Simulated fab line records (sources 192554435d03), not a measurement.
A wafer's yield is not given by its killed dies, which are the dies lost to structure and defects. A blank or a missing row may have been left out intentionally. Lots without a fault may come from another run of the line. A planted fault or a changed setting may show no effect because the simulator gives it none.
Which tool did it? -- flow n5-finfet -- 10 lots, 30 wafers sampled, at 5 steps of a route of 1938

## WHAT EACH GAUGE READ, for each wafer
N5_BEOL_M2_THK_MEAS_53: measures by xrf.
lot,measured,on,M2_THK (nm)
L211,day 7 04:37,film-metro-02,39.5 40.9 38.5
L214,day 7 20:22,film-metro-02,40.7 43.2 42.6
L216,day 8 08:40,film-metro-02,39.3 40.5 41.9
L217,day 9 03:37,film-metro-02,43.7 42.2 43.9
L226,day 11 21:39,film-metro-01,37.7 40.3 41.4
L224,day 12 01:50,film-metro-01,38.9 40.7 38.7
L227,day 12 06:35,film-metro-01,39.8 41.6 40.7
L232,day 12 15:03,film-metro-01,38.7 41.1 38.3
L231,day 12 21:43,film-metro-02,39.0 40.9 43.4
L233,day 13 10:59,film-metro-01,41.2 41.3 40.2

N5_BEOL_M4_RC_MEAS_101.
lot,measured,on,DIBL_N (mV/V),DIBL_P (mV/V),IOFF_N (nA/um),IOFF_P (nA/um),ION_N (uA/um),ION_P (uA/um),SS_N (mV/dec),SS_P (mV/dec),VT_N (mV),VT_P (mV)
L211,day 8 03:04,prober-01,35.5 35.7 34.9,35.7 35.9 34.7,0.15 0.15 0.13,0.20 0.21 0.19,662 661 655,458 459 450,71.6 71.4 71.9,73.3 72.8 72.6,250 254 251,-251 -251 -251
L214,day 8 23:09,prober-02,36.8 35.0 36.5,38.7 37.0 38.6,0.17 0.15 0.16,0.20 0.18 0.21,675 675 675,453 458 453,71.6 70.9 71.7,73.8 73.1 73.9,250 253 253,-254 -255 -252
L216,day 9 08:29,prober-01,34.8 36.4 36.4,35.7 37.8 36.9,0.14 0.16 0.17,0.19 0.22 0.21,674 675 680,460 467 458,71.6 71.6 70.6,72.7 73.9 73.1,251 249 247,-250 -249 -251
L217,day 10 03:58,prober-02,31.6 33.2 33.5,31.6 33.4 34.0,0.11 0.13 0.14,0.16 0.18 0.20,650 660 668,451 457 458,71.4 70.7 71.6,72.7 72.2 73.1,258 252 251,-253 -251 -248
L226,day 13 14:58,prober-02,36.1 36.9 36.7,37.3 37.7 38.0,0.15 0.16 0.16,0.22 0.22 0.22,661 669 684,462 469 474,71.3 70.7 72.0,73.1 72.8 73.5,249 249 249,-248 -245 -248
L224,day 13 00:21,prober-01,40.2 37.9 37.9,39.4 37.2 36.3,0.22 0.17 0.16,0.27 0.22 0.21,683 667 667,469 463 457,72.0 71.9 71.3,74.3 74.1 74.1,245 249 251,-246 -249 -251
L227,day 13 05:17,prober-02,39.6 39.0 37.7,39.7 39.1 38.0,0.21 0.19 0.17,0.25 0.24 0.22,684 676 674,467 463 470,72.5 72.7 72.5,73.8 73.7 73.3,244 249 251,-249 -249 -251
L232,day 14 01:46,prober-02,36.8 33.8 34.3,36.2 32.4 33.0,0.16 0.12 0.13,0.20 0.15 0.16,676 666 672,458 460 459,71.6 70.9 70.7,74.0 72.0 72.4,251 255 253,-249 -256 -252
L231,day 14 05:52,prober-01,37.9 37.1 40.2,38.8 37.0 40.1,0.20 0.18 0.24,0.25 0.22 0.28,699 679 693,473 463 469,72.3 71.9 72.8,74.4 73.8 74.6,245 246 243,-248 -249 -250
L233,day 14 14:23,prober-01,36.8 37.2 36.1,37.1 37.9 36.1,0.19 0.20 0.18,0.22 0.24 0.21,680 679 684,459 459 462,71.8 72.0 72.0,73.0 73.4 72.6,248 246 245,-249 -248 -251

## TOOL THAT RAN EACH LOT (tool first, then ch and the chambers of the sampled wafers, then the start)
lot,N5_BEOL_M2_SPUTTER_90,N5_BEOL_M2_ANNEAL_95,N5_BEOL_M3_COAT_61
L211,"pvd-sputter-01, day 7 03:07","pvd-sputter-01, day 7 03:38","litho-track-05 ch 0, day 7 06:14"
L214,"pvd-sputter-01, day 7 18:55","pvd-sputter-01, day 7 19:26","litho-track-03 ch 0, day 7 21:20"
L216,"pvd-sputter-02, day 8 06:58","pvd-sputter-02, day 8 07:29","litho-track-02 ch 0, day 8 11:57"
L217,"pvd-sputter-02, day 9 02:11","pvd-sputter-02, day 9 02:42","litho-track-02 ch 0, day 9 04:53"
L226,"pvd-sputter-03, day 11 20:12","pvd-sputter-03, day 11 20:43","litho-track-02 ch 0, day 12 01:28"
L224,"pvd-sputter-01, day 12 00:23","pvd-sputter-01, day 12 00:54","litho-track-02 ch 0, day 12 02:57"
L227,"pvd-sputter-02, day 12 05:08","pvd-sputter-02, day 12 05:40","litho-track-05 ch 0, day 12 09:34"
L232,"pvd-sputter-03, day 12 13:36","pvd-sputter-03, day 12 14:07","litho-track-05 ch 0, day 12 15:56"
L231,"pvd-sputter-02, day 12 20:11","pvd-sputter-02, day 12 20:46","litho-track-03 ch 0, day 12 23:35"
L233,"pvd-sputter-03, day 13 09:32","pvd-sputter-03, day 13 10:04","litho-track-05 ch 0, day 13 11:38"
- N5_BEOL_M2_SPUTTER_90: material Cu, target thk 4.5 nm, time 8.29 s.
- N5_BEOL_M2_ANNEAL_95: time 240 s.
- N5_BEOL_M3_COAT_61: time 60 s, resist thk 60 nm.

## WHAT THE TOOLS THEMSELVES READ (means of the sampled wafers that have a number; where no wafer has one, the mark that the record gives instead)
N5_BEOL_M2_SPUTTER_90.
lot,tool,chuck-sensor-temp-C (C),throttle-valve-pct (%)
L211,pvd-sputter-01,-16.4,30.0
L214,pvd-sputter-01,-16.2,30.2
L216,pvd-sputter-02,-16.4,31.0
L217,pvd-sputter-02,-16.3,29.9
L226,pvd-sputter-03,-15.8,29.9
L224,pvd-sputter-01,-16.3,30.6
L227,pvd-sputter-02,-15.9,29.9
L232,pvd-sputter-03,-15.9,29.7
L231,pvd-sputter-02,-16.0,29.5
L233,pvd-sputter-03,-15.6,30.5

N5_BEOL_M2_ANNEAL_95.
lot,tool,heater-power-w (W)
L211,pvd-sputter-01,907
L214,pvd-sputter-01,915
L216,pvd-sputter-02,855
L217,pvd-sputter-02,849
L226,pvd-sputter-03,763
L224,pvd-sputter-01,951
L227,pvd-sputter-02,877
L232,pvd-sputter-03,803
L231,pvd-sputter-02,857
L233,pvd-sputter-03,793

N5_BEOL_M3_COAT_61.
lot,tool,heater-power-total-W (W),spin-speed-rpm (rpm)
L211,litho-track-05,501.4,1499.4
L214,litho-track-03,501.0,1500.5
L216,litho-track-02,501.2,1499.0
L217,litho-track-02,500.3,1499.0
L226,litho-track-02,501.5,1593.0
L224,litho-track-02,500.9,1592.6
L227,litho-track-05,500.0,1500.7
L232,litho-track-05,498.5,1499.8
L231,litho-track-03,498.6,1499.5
L233,litho-track-05,500.7,1499.5

## THE ANSWER, worked out from the rows above alone
Rule: what is usual is taken from the lots themselves. The widest of any qualifying gaps counts: lots, ordered by their means at a reading, are off when they make up no more than a third of the lots, leave a main group of 4 or more, and stand apart from it by 3 or more times the standard deviation of that group's means. Not used: any main group whose means are identical at the precision the tables above print for the reading. A lot without any number at a reading at which 4 lots or more have one is off too. The other lots that the step has rows for count as sound. After the gauges, taken in route order, come the tools' own readings; for these a lot's mean is taken, as printed above. At the first step where some lot is off, the reading lying furthest off is the one used; lots without a number count as furthest.
Off: L226, L224 (N5_BEOL_M3_COAT_61, spin-speed-rpm). For the main group the mean is 1499.7 rpm and the standard deviation 0.59.
If a tool, at that step or one of the process steps before it, ran each lot that is off and ran no sound lot following the first of them, it fits. One fits: litho-track-02 at N5_BEOL_M3_COAT_61. A fault onset in the window from L217 (day 9 04:53, its last sound lot) to L226 (day 12 01:28, its first lot off) fits.
The tool's own readings at N5_BEOL_M3_COAT_61 bear it out: on the lots that are off they differ by more than 5 times the standard deviation of the sound lots' means. spin-speed-rpm reads 1592.8 rpm there against 1499.7 rpm on the sound lots.

## WHAT THE SIMULATOR HAD PUT IN
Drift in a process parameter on litho-track-02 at N5_BEOL_M3_COAT_61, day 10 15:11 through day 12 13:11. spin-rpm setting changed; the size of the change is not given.
Shown lots that were struck: L226, L224. The rule above found the same.
